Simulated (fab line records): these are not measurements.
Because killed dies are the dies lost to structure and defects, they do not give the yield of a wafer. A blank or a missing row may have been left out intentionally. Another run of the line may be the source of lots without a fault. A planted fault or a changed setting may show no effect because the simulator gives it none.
A struck lot beside a sound one + flow nandHarc + 25 steps out of a route of 1159
Sound: these wafers, L705.3, L705.4, L705.5. Struck: wafer L718.4. (L718.1, L718.2 of the same lot were not struck and are left out.) The cause comes at the end.
Each step with rows lists, per side, the tool, then ch with its chambers, then its first start. Under that, the readings that differ: sound wafers + struck wafers + difference of the means + sigmas: that difference in standard deviations of wafers without a fault.
alike: words and numbers the same on both sides, and readings whose means are apart by under 2 such deviations; not compared: readings that were withheld, readings missing a value for some wafer, numbers with overlapping values and no deviation given by the record, and bounds like >300 which may hide the same value.
A row with sigmas, a row that says differs or no value, or rows on one side alone: a step with any of these is where the two part. Numbers that don't overlap but have no deviation are shown without sigmas and don't part them. A reading missing from all wafers of one side parts the sides only when that side holds two or more wafers.

first, 1 step without rows for these wafers: NHARC_P_M0_SRD_25.
NHARC_P_M0_INSPECT_27:
  sound on defectInspect-01 at day 6 21:09; struck on defectInspect-01 at day 10 01:46
  alike: rawDefectCount
NHARC_P_M0_PRE_CLEAN_31: time 12 s.
  sound on pecvd-02 ch 0,1, day 6 21:13; struck on pecvd-01 ch 0, day 10 02:12
  alike: heaterPowerW
NHARC_P_M0_DEP_32: deposits SiCN, target thk 30 nm.
  sound on pecvd-02 ch 0,1, day 6 21:18; struck on pecvd-01 ch 0, day 10 02:19
  alike: heaterPowerW
then, 7 steps without rows for these wafers: NHARC_P_M1_DEP_00 (deposits SiOC, target thk 182.5 nm); NHARC_P_M1_DEHYDRATE_01 (time 120 s); NHARC_P_M1_HMDS_02 (time 30 s); NHARC_P_M1_COAT_34 (time 65 s); NHARC_P_M1_COAT_03 (resist thk 90 nm); NHARC_P_M1_SOFTBAKE_04 (time 55 s); NHARC_P_M1_EBR_05.
NHARC_P_M1_EXPOSE_06: exposes mask P M1, target cd 130 nm.
  sound on arfiScanner-02 ch 0, day 6 22:23; struck on arfiScanner-03 ch 0, day 10 03:22
  alike: mask, exposureDoseMJCm2
then, 2 steps without rows for these wafers: NHARC_P_M1_PEB_07 (peb time 65 s); NHARC_P_M1_DEVELOP_08 (develop time 35 s).
NHARC_P_M1_CD_MEAS_09: the cd target is 130 nm.
  sound on cdSem-01 ch 0, day 6 22:32; struck on cdSem-02 ch 0, day 10 03:31
| reading   | sound             | struck | difference | sigmas |
|-----------|-------------------|--------|------------|--------|
| cdNm (nm) | 130.3 130.1 131.3 | 135.7  | +5.1       | +9     |
NHARC_P_M1_OVL_MEAS_10: pitch 260 nm.
  sound on overlay-02 at day 6 22:37; struck on overlay-01 at day 10 03:36
| reading         | sound       | struck | difference | sigmas |
|-----------------|-------------|--------|------------|--------|
| overlayYNm (nm) | 1.7 1.0 0.9 | -0.3   | -1.5       | -2     |
  alike: overlayXNm
NHARC_P_M1_INSPECT_11:
  sound on defectInspect-02 at day 6 22:39; struck on defectInspect-01 at day 10 03:38
  alike: rawDefectCount
NHARC_P_M1_DESCUM_14: chemistry O2, time 3 s.
  sound on rieDiel-02 ch 2,3, day 6 22:43; struck on rieDiel-04 ch 3, day 10 03:42
| reading              | sound             | struck | difference | sigmas |
|----------------------|-------------------|--------|------------|--------|
| model.P_M1.cdNm (nm) | 130.7 130.2 131.3 | 135.4  | +4.7       |        |
  alike: drypumpMotorCurrentA, o2FlowSccm, oesProductAu, rfVppV, showerheadPlenumPTorr, throttleValvePct
  not compared: rfHoursCounterH
NHARC_P_M1_ETCH_35: etches the open film in N2/H2, target depth 40 nm, overetch 12 nm, time 43.94 s.
  sound on rieDiel-02 ch 1,3, day 6 22:47; struck on rieDiel-04 ch 3, day 10 03:47
| reading                  | sound       | struck | difference | sigmas |
|--------------------------|-------------|--------|------------|--------|
| drypumpMotorCurrentA (A) | 6.1 5.9 6.1 | 5.2    | -0.8       | -2     |
  alike: oesProductAu, rfVppV, showerheadPlenumPTorr, throttleValvePct
  not compared: rfHoursCounterH
NHARC_P_M1_ETCH_15: etches the open film in C4F8/Ar, target depth 182.5 nm, time 91.2 s.
  sound: rieDiel-02 ch 1,3; struck: rieDiel-04 ch 0
  alike: oesProductAu, rfVppV
  not compared: rfHoursCounterH
NHARC_P_M1_CD_MEAS_16:
  sound on cdSem-01 at day 6 23:02; struck on cdSem-02 at day 10 04:01
| reading   | sound             | struck | difference | sigmas |
|-----------|-------------------|--------|------------|--------|
| cdNm (nm) | 130.4 130.0 131.2 | 135.4  | +4.9       | +6     |
NHARC_P_M1_STRIP_18: strips in N2/H2.
  sound on rieDiel-10 ch 0,1,3, day 6 23:08; struck on rieDiel-02 ch 1, day 10 04:05
  alike: drypumpMotorCurrentA, oesProductAu, rfVppV, showerheadPlenumPTorr, throttleValvePct
  not compared: rfHoursCounterH
NHARC_P_M1_ETCH_28: etches the open film in CF4/N2, target depth 30 nm, time 72.99 s.
  sound: rieDiel-10 ch 0,3; struck: rieDiel-02 ch 3
| reading              | sound             | struck | difference | sigmas |
|----------------------|-------------------|--------|------------|--------|
| model.P_M1.cdNm (nm) | 131.5 130.8 131.8 | 134.9  | +3.5       |        |
  alike: drypumpMotorCurrentA, oesProductAu, rfVppV, showerheadPlenumPTorr, throttleValvePct
  not compared: rfHoursCounterH
then, 1 step without rows for these wafers: NHARC_P_M1_STRIP_19 (strips in post etch residue remover, time 600 s).
-- jump in the record: it breaks off in module P_M1 and resumes in module END (first step shown: number 1159 of the route), and 14 days separate the struck wafers' starts before and after --
NHARC_END_SORT_01:
  sound on prober-02 ch 0, day 21 00:48; struck on prober-02 ch 0, day 23 22:22
| reading       | sound | struck | difference | sigmas |
|---------------|-------|--------|------------|--------|
| killedAtOther | 1 0 0 | 3      | +3         | +2     |
  alike: defectLimitedYield, killedAtArray, killedAtPeriphery, killedDies, killedOpen, killedShort, sort_bin_2_pct, sort_bin_3_pct, sort_bin_4_pct, sortNPass, sortRimYieldPct, sortYieldPct

== WHERE THEY PART ==
Last at NHARC_END_SORT_01 as far as this record goes, first at NHARC_P_M1_CD_MEAS_09.

WHY: what had been put in by the simulator
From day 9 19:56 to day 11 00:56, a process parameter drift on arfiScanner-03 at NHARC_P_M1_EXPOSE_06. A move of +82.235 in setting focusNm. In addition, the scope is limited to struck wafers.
